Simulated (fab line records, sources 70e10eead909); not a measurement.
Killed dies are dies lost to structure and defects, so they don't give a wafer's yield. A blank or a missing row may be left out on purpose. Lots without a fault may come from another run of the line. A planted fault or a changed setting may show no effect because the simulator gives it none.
fab line records | flow nand_harc | part 2 of 2: steps 19 to 29 of 29
record lots=5 wafers=15 last_day=31
route steps=1302 shown A_CONTACT@1080 A_BLC@1107
lots that met no fault: from a run of the same line without faults
start_h: hours from the record's first day to the start of the lot's first wafer shown | wait_h: hours since the lot's step before | " the same as in the row above | L1.1+2: a row that stands for several wafers | - no value, or no start given | * or withheld: withheld | < > ~ a bound
route shown NAME@n: a module of which the file shows steps, and the number in the route of the first | usual: mean/standard deviation of fault-free wafers | same: alike in all rows | chamber/n: place in a boat | sites: the reading at each site | _std_site: their standard deviation | _edge_site: outer sites' mean less inner sites' | radius_mm: how far each site lies from the wafer's centre | mask NAME#n: copy n | behind: the tool/chamber that last shaped the wafer | hold: why the lot was held/for how many hours/how that ended | device: the transistor (n, p or np) that didn't switch | end of line: the same wafers' tests at the end of the route | a step without rows: its recipe alone | killed: dies lost to structure and defects at the first sort, not the wafer's yield | map: a wafer's dies, x killed, . not, _ none there
set.NAME: the setting as run; set.NAME@STEP: as run at that earlier step | model.NAME: the simulator's own value behind a step, which no gauge read
lots at some steps of the route; a table a step, a row a wafer
services: from which hour (start_h, from the record's first day; less than 0 if before it) a tool's chamber was out of use, for how many hours, and why
## steps
# step NHARC_A_CONTACT_ETCH_110
# recipe target_depth_a=600 overetch_a=60 time_s=33 ion_energy_ev=100 cf4_flow_sccm=80 o2_flow_sccm=20 ar_flow_sccm=0 rf_w=300 bias_w=100 chemistry=CF4/O2
# usual drypump_motor_current_A=5.6/0.37 oes_product_au=1.000/0.0089 rf_vpp_V=197.3/1.1 showerhead_plenum_p_Torr=1.31/0.045 throttle_valve_pct=13.396/0.0091
# columns lot.wafer tool chamber start_h wait_h drypump_motor_current_A oes_product_au rf_hours_counter_h rf_vpp_V showerhead_plenum_p_Torr throttle_valve_pct
L075.1 rie_diel-04 2 527.74 0.1 5.7 1.017 32 197.9 1.32 13.381
L075.5 " 2 " " 5.7 1.009 - 198.0 1.32 13.388
L075.6 " 0 " " 5.5 1.003 - 197.2 1.30 13.420
L077.3 rie_diel-13 3 535.63 0.1 5.2 1.001 3 199.5 1.43 13.400
L077.1 " 1 " " 4.8 1.002 2 196.1 1.29 13.392
L077.5 " 3 " " 5.3 0.986 - 200.4 1.43 13.397
L080.1 rie_diel-04 1 571.83 0.1 5.2 0.996 6 196.3 1.26 13.401
L080.4 " 2 " " 5.7 1.011 5 196.1 1.32 13.417
L080.2 " 0 " " 5.5 0.997 5 194.5 1.30 13.395
L089.2 rie_diel-04 2 649.33 0.1 5.7 1.011 16 196.4 1.32 13.412
L089.6 " 0 " " 5.4 0.997 - 197.9 1.30 13.391
L089.5 " 1 " " 5.2 0.999 - 197.0 1.26 13.376
L091.1 rie_diel-11 0 694.33 0.1 6.0 0.993 27 199.0 1.40 13.389
L091.4 " 2 " " 5.3 0.998 26 196.4 1.27 13.386
L091.5 " 0 " " 6.0 1.001 - 198.1 1.40 13.399
# step NHARC_A_CONTACT_STRIP_26
# recipe o2_flow_sccm=500 ar_flow_sccm=0 bias_w=0 chemistry=O2
# usual drypump_motor_current_A=5.6/0.38 oes_product_au=1.000/0.0096 rf_vpp_V=57.7/0.86 showerhead_plenum_p_Torr=3.47/0.11 throttle_valve_pct=17.037/0.01
# columns lot.wafer tool chamber start_h wait_h drypump_motor_current_A oes_product_au rf_hours_counter_h rf_vpp_V showerhead_plenum_p_Torr throttle_valve_pct
L075.1 rie_diel-04 3 - - 5.7 0.997 28 58.4 3.50 17.044
L075.6 " 0 " " 5.5 1.010 - 58.9 3.44 17.039
L075.5 " 2 " " 5.7 1.011 - 58.7 3.49 17.042
L077.1 rie_diel-13 0 - - 6.5 1.002 2 56.9 3.43 17.031
L077.3 " 1 " " 4.8 0.993 2 57.9 3.41 17.034
L077.5 " 3 " " 5.3 0.991 - 57.2 3.77 17.038
L080.2 rie_diel-04 2 - - 5.7 1.013 5 58.3 3.48 17.025
L080.1 " 0 " " 5.5 0.999 5 57.5 3.43 17.030
L080.4 " 1 " " 5.2 1.011 6 58.7 3.34 17.043
L089.2 rie_diel-04 2 - - 5.7 1.017 16 57.7 3.48 17.047
L089.6 " 1 " " 5.2 1.000 - 57.1 3.33 17.043
L089.5 " 2 " " 5.7 1.022 - 57.5 3.48 17.027
L091.4 rie_diel-11 0 - - 6.0 1.005 27 58.1 3.70 17.031
L091.1 " 3 " " 6.2 0.984 25 59.0 3.73 17.054
L091.5 " 1 " " 6.3 0.996 - 56.1 3.44 17.028
# step NHARC_A_CONTACT_STRIP_27
# recipe time_s=600 temp_c=30 chemistry=post_etch_residue_remover
# columns lot.wafer tool chamber start_h wait_h
L075.5+6+1 wet_bench-04 5,6,7 528.18 -
L077.5+1+3 wet_bench-05 2,3,6 536.02 -
L080.2+4+1 wet_bench-05 1,3,4 572.22 -
L089.2+5+6 wet_bench-02 6,7,1 649.71 -
L091.4+1+5 wet_bench-05 1,2,4 694.71 -
# step NHARC_A_CONTACT_ALD_18
# recipe target_thk_a=30 pulse_time_s=1 ald_cycles=150 temp_c=450 material=TiN
# usual heater_power_w=1109/89 precursor_pulse_height_rel=1.000/0.023 susceptor_temp_C=450.01/0.25
# columns lot.wafer tool chamber start_h wait_h heater_power_w precursor_pulse_height_rel susceptor_temp_C
L075.1 ald_metal-02 3 528.47 - 1019 0.962 449.81
L075.6 " 2 " " 1127 0.984 449.48
L075.5 " 3 " " 1000 1.007 449.56
L077.1 ald_metal-01 2 536.32 - 1267 0.972 450.20
L077.3 " 3 " " 1147 0.975 449.54
L077.5 " 1 " " 1137 0.987 449.87
L080.1 ald_metal-04 1 572.50 - 1034 1.001 450.02
L080.4 " 2 " " 1093 1.004 449.95
L080.2 " 3 " " 1060 1.004 449.90
L089.2 ald_metal-04 2 649.97 - 1108 1.041 450.26
L089.6 " 2 " " 1090 1.012 449.70
L089.5 " 3 " " 1082 0.991 450.05
L091.1 ald_metal-04 3 694.97 - 1042 0.962 449.43
L091.4 " 0 " " 995 1.021 450.27
L091.5 " 0 " " 987 1.017 450.20
# step NHARC_A_CONTACT_CVD_19
# recipe target_thk_a=3000 temp_c=300 pressure_torr=40 wf6_flow_sccm=40 h2_flow_sccm=1600 ar_flow_sccm=1560 time_s=802 material=W
# usual chamber_pressure_Torr=39.99/0.085 heater_power_w=492/24 mfc_h2_sccm=1599/5 susceptor_temp_C=300.00/0.17 throttle_valve_pct=7.92/0.28
# columns lot.wafer tool chamber start_h wait_h chamber_pressure_Torr heater_power_w mfc_h2_sccm susceptor_temp_C throttle_valve_pct
L075.1 cvd_w-01 1 - - 39.86 510 1606 - 8.46
L075.6 " 1 " " 40.00 531 1604 - 8.37
L075.5 " 0 " " 40.09 454 1595 - 7.78
L077.1 cvd_w-02 1 - - 40.08 484 1586 300.13 7.84
L077.3 " 1 " " 40.12 502 1592 300.39 7.81
L077.5 " 0 " " 39.91 500 1598 300.07 7.81
L080.2 cvd_w-02 1 - - 39.98 514 1596 299.84 8.03
L080.1 " 0 " " 39.95 498 1595 300.12 8.37
L080.4 " 1 " " 40.07 521 1603 299.94 8.03
L089.2 cvd_w-02 0 - - 40.16 474 1602 299.98 7.92
L089.5 " 0 " " 40.02 487 1594 300.03 8.10
L089.6 " 1 " " 39.98 506 1607 300.15 7.73
L091.1 cvd_w-02 1 - - 39.94 512 1603 300.06 7.71
L091.4 " 1 " " 39.95 510 1596 299.95 7.31
L091.5 " 1 " " 40.11 501 1599 300.08 7.68
# step NHARC_A_CONTACT_CMP_20
# recipe t_overpolish_s=30 target_thk_nm=300
# usual motor_current_A=12.2/1.2 overpolish_run_s=29.999/0.0097 time_to_endpoint_s=60.5/2.9
# columns lot.wafer tool chamber start_h wait_h motor_current_A overpolish_run_s time_to_endpoint_s
L075.1 cmp-01 3 529.58 0.8 10.8 30.008 61.0
L075.5 " 1 " " 12.4 30.002 60.9
L075.6 " 2 " " 12.1 29.980 60.5
L077.3 cmp-04 3 537.39 0.5 14.3 29.984 57.8
L077.1 " 1 " " 10.7 29.996 62.8
L077.5 " 2 " " 11.8 30.011 60.5
L080.1 cmp-01 1 573.60 0.7 12.2 29.989 60.0
L080.2 " 2 " " 11.8 30.014 60.5
L080.4 " 3 " " 10.8 29.998 61.0
L089.2 cmp-04 3 651.09 0.8 14.3 30.003 56.2
L089.5 " 2 " " 11.4 30.017 59.2
L089.6 " 3 " " 14.3 29.997 55.2
L091.1 cmp-04 1 696.82 1.4 11.5 30.016 59.4
L091.4 " 0 " " 12.1 29.984 63.7
L091.5 " 2 " " 11.4 30.005 59.3
# step NHARC_A_CONTACT_SRD_22
# columns lot.wafer tool chamber start_h wait_h
L075.1+5+6 wet_bench-05 3,7,0 529.86 0.0
L077.1+5+3 wet_bench-04 4,5,0 537.69 0.0
L080.1+4+2 wet_bench-02 3,4,7 573.90 0.0
L089.2+5+6 wet_bench-05 5,6,2 651.38 0.0
L091.4+5+1 wet_bench-05 2,3,5 697.15 0.0
# step NHARC_A_CONTACT_INSPECT_23
# usual raw_defect_count=500/100
# columns lot.wafer tool chamber start_h wait_h raw_defect_count
L075.1 defect_inspect-02 - 529.94 0.1 315
L075.5 " - " " 441
L075.6 " - " " 538
L077.1 defect_inspect-02 - 537.77 0.1 456
L077.3 " - " " 620
L077.5 " - " " 526
L080.1 defect_inspect-02 - 573.98 0.1 562
L080.2 " - " " 483
L080.4 " - " " 484
L089.2 defect_inspect-02 - 651.46 0.1 610
L089.5 " - " " 610
L089.6 " - " " 771
L091.1 defect_inspect-02 - 697.23 0.1 517
L091.4 " - " " 476
L091.5 " - " " 520
# step NHARC_A_BLC_DEHYDRATE_00
# recipe temp_c=150 time_s=120
# columns lot.wafer tool chamber start_h wait_h
L075.1+5+6 litho_track-01 0 529.99 0.1
L077.1+3+5 litho_track-06 0 537.83 0.1
L080.1+2+4 litho_track-06 0 574.03 0.1
L089.2+5+6 litho_track-04 0 651.52 0.1
L091.1+4+5 litho_track-06 0 697.29 0.1
# step NHARC_A_BLC_HMDS_01
# recipe time_s=30
# columns lot.wafer tool chamber start_h wait_h
L075.1+5+6 litho_track-01 0 - -
L077.1+3+5 litho_track-06 0 - -
L080.1+2+4 litho_track-06 0 - -
L089.2+5+6 litho_track-04 0 - -
L091.1+4+5 litho_track-06 0 - -
# step NHARC_A_BLC_COAT_02
# recipe temp_c=260 time_s=75
# columns lot.wafer tool chamber start_h wait_h
L075.1+5+6 litho_track-01 0 - -
L077.1+3+5 litho_track-06 0 - -
L080.1+2+4 litho_track-06 0 - -
L089.2+5+6 litho_track-04 0 - -
L091.1+4+5 litho_track-06 0 - -
## services
# columns tool chamber start_h hours kind
cmp-04 - 503.24 4.0 pm
litho_track-01 - 505.00 7.0 pm
cvd_w-02 - 507.24 1.3 repair
rie_diel-04 - 516.83 0.2 repair
rie_diel-13 - 520.02 9.0 pm
litho_track-06 - 529.00 7.0 pm
har_cap_etch-02 - 544.62 0.4 repair
rie_diel-11 0 544.89 2.9 repair
litho_track-04 - 553.00 7.0 pm
har_cap_etch-03 - 586.65 1.4 repair
cmp-04 - 592.24 6.4 repair
rie_diel-04 0 592.26 5.9 repair
cmp-04 - 601.24 4.0 pm
rie_diel-04 - 606.46 0.9 repair
rie_diel-11 - 609.72 9.0 pm
wet_bench-05 - 612.80 8.0 pm
ald_metal-04 3 617.90 28.1 repair
cmp-04 - 620.07 2.4 repair
cvd_w-02 - 631.00 13.0 pm
rie_diel-13 2 637.12 12.7 repair
rie_diel-11 1 656.74 4.0 repair
cvd_w-02 0 662.82 2.4 repair
cvd_w-02 0 686.00 13.9 repair
rie_diel-13 - 697.13 9.0 pm
